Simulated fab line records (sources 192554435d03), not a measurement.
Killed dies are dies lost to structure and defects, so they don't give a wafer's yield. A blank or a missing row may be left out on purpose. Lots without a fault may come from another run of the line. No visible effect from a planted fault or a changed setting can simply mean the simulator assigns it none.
Split-lot experiment ; flow n5 finfet ; route with 1938 steps; 7 lots, 21 wafers read

## SPLIT DETAILS
At N5_BEOL_M12_SPUTTER_44 (material Ta, target thk 10 nm, time 16.13 s), the setting time s was moved away from the recipe's 16.13 s on 8 of the 21 wafers read, by -9.5% to +14.2%. All remaining wafers had this setting at the recipe value.

Reading taken at the split's own step.

## THE READING
Ta_of_BEOL_M12_SPUTTER_44.thk nm (the simulator's own value, which no gauge read), in nm, at N5_BEOL_M12_SPUTTER_44 (material Ta, target thk 10 nm, time 16.13 s). There is no usual value for it anywhere in the file. Across the 13 wafers here that went through the recipe, the average is 10.0 nm and the standard deviation 0.18 nm.

wafer;tool, chamber at the split;time s as run, s;against the recipe;Ta_of_BEOL_M12_SPUTTER_44.thk nm, nm;against lot-mates on the recipe
L074.1;pvd sputter-02, -;16.13;recipe;10.2;-
L074.2;pvd sputter-02, -;16.13;recipe;10;-
L074.5;pvd sputter-02, -;16.13;recipe;10;-
L079.3;pvd sputter-03, -;18.42;+14.2%;11.4;+1.4
L079.4;pvd sputter-03, -;18.42;+14.2%;11.4;+1.4
L079.5;pvd sputter-03, -;16.13;recipe;10;-
L081.1;pvd sputter-01, -;14.6;-9.5%;9.2;-0.8
L081.2;pvd sputter-01, -;16.13;recipe;9.8;-
L081.3;pvd sputter-01, -;16.13;recipe;10.2;-
L080.3;pvd sputter-03, -;16.13;recipe;10;-
L080.5;pvd sputter-03, -;16.13;recipe;9.8;-
L080.6;pvd sputter-03, -;16.13;recipe;10.2;-
L089.1;pvd sputter-03, -;16.13;recipe;10.2;-
L089.2;pvd sputter-03, -;16.87;+4.6%;10.4;+0.2
L089.6;pvd sputter-03, -;16.87;+4.6%;10.4;+0.2
L092.2;pvd sputter-01, -;14.96;-7.3%;9.2;-0.8
L092.4;pvd sputter-01, -;16.13;recipe;10;-
L092.5;pvd sputter-01, -;16.13;recipe;10;-
L094.1;pvd sputter-01, -;16.13;recipe;9.6;-
L094.3;pvd sputter-01, -;17.12;+6.1%;10.6;+1.0
L094.6;pvd sputter-01, -;17.12;+6.1%;10.4;+0.8

THE FIT
A straight line over all 21 wafers: Ta_of_BEOL_M12_SPUTTER_44.thk nm changes by +0.0953 nm for each +1% of time s; r = +0.96; the points scatter about the line by 0.16 nm.
The same after taking each lot's own level away (the mean of its wafers on the recipe; 21 wafers): +0.0993 nm for each +1%; r = +0.96; scatter 0.17 nm.
Per that fit: largest time s move, reading shift of 1.4 nm.
The lots' own levels span 9.60 to 10.20 nm, that is 3.4 times the standard deviation above.
Consequently the slope shifts little with the lot-to-lot level, the two slopes agreeing.
Check: with one of the wafers moved furthest among these (+14.2%) left out of the fit, the line predicts +1.42 nm for it against its lot-mates. Against them it came out at +1.4 nm.

## ADDITIONAL SPLITS CARRIED BY THESE WAFERS
Note: prior to the reading, these wafers also went through further splits. Each is held against what the fit with the lots' levels taken away leaves over:
other split on the same wafers;wafers away from the commonest value;r with Ta_of_BEOL_M12_SPUTTER_44.thk nm (lot level and that fit taken away)
N5_BEOL_M9_EXPOSE_08 dose mj;8;+0.03
N5_BEOL_M10_COAT_05 spin rpm;3;+0.29
N5_BEOL_M11_EXPOSE_08 dose mj;7;-0.48

## FILE'S OWN FIT
Ta_of_BEOL_M12_SPUTTER_44.thk nm changes by +0.0986 nm for each +1% of time s, r = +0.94.
